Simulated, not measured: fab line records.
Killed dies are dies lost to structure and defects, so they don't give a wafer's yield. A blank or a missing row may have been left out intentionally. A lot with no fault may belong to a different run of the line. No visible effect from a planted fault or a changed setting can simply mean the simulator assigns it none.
Chamber matching / flow nand_harc / NHARC_P_M1_CMP_23 on cmp-02 has 4 sister chambers
The step polishes, t overpolish 20 s, target thk 157.82 nm. 8 wafers are shown with their chamber, then 9 later ones without.

WAFERS WITH THEIR CHAMBER
wafer=L077.1; chamber=1; motor_current_A (A)=12.6; time_to_endpoint_s (s)=28.8
wafer=L082.1; chamber=1; motor_current_A (A)=13.3; time_to_endpoint_s (s)=25.7
wafer=L082.6; chamber=0; motor_current_A (A)=13.1; time_to_endpoint_s (s)=27.8
wafer=L083.1; chamber=0; motor_current_A (A)=12.2; time_to_endpoint_s (s)=29.3
wafer=L083.5; chamber=3; motor_current_A (A)=14.3; time_to_endpoint_s (s)=27.8
wafer=L085.1; chamber=2; motor_current_A (A)=9.9; time_to_endpoint_s (s)=31.3
wafer=L085.3; chamber=3; motor_current_A (A)=13.6; time_to_endpoint_s (s)=31.7
wafer=L085.5; chamber=2; motor_current_A (A)=9.7; time_to_endpoint_s (s)=33.3

WAFERS WITHOUT THEIR CHAMBER
wafer=L086.1; motor_current_A (A)=14.2; time_to_endpoint_s (s)=30.6
wafer=L086.2; motor_current_A (A)=10.1; time_to_endpoint_s (s)=32.5
wafer=L086.4; motor_current_A (A)=13.6; time_to_endpoint_s (s)=31.7
wafer=L092.1; motor_current_A (A)=12.9; time_to_endpoint_s (s)=26.9
wafer=L092.4; motor_current_A (A)=13.9; time_to_endpoint_s (s)=25.7
wafer=L092.5; motor_current_A (A)=10.3; time_to_endpoint_s (s)=26.7
wafer=L094.3; motor_current_A (A)=13.0; time_to_endpoint_s (s)=30.1
wafer=L094.4; motor_current_A (A)=10.0; time_to_endpoint_s (s)=26.8
wafer=L094.6; motor_current_A (A)=12.2; time_to_endpoint_s (s)=31.6

THE CHAMBER EACH PASSED THROUGH
wafer=L086.1; from the rows above=3; in truth=3
wafer=L086.2; from the rows above=2; in truth=2
wafer=L086.4; from the rows above=can't be placed: 3 or 0 or 1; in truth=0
wafer=L092.1; from the rows above=can't be placed: 1 or 0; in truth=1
wafer=L092.4; from the rows above=can't be placed: 3 or 1 or 0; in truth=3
wafer=L092.5; from the rows above=can't be placed: 2 or 0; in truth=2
wafer=L094.3; from the rows above=can't be placed: 0 or 1 or 3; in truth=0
wafer=L094.4; from the rows above=2; in truth=2
wafer=L094.6; from the rows above=can't be placed: 0 or 1 or 3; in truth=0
Correct placement for 3 of the 9. These rows do not allow placing 6 (true chamber among the candidates in 6). Placed wrongly: 0.
How it was worked out, from the rows above alone: a wafer's distance from a chamber is the root of the sum, over the readings, of the square of ((its reading less the chamber's mean) divided by the reading's scatter). The wafer belongs to the nearest chamber; if the next one is less than 2 further off, it can't be placed. For every chamber, the mean is computed from those of its wafers that are shown. How the scatter is found: for the shown wafers, subtract from each reading the mean of its chamber, square and add these, divide the total by (wafers less chambers), then take the root.
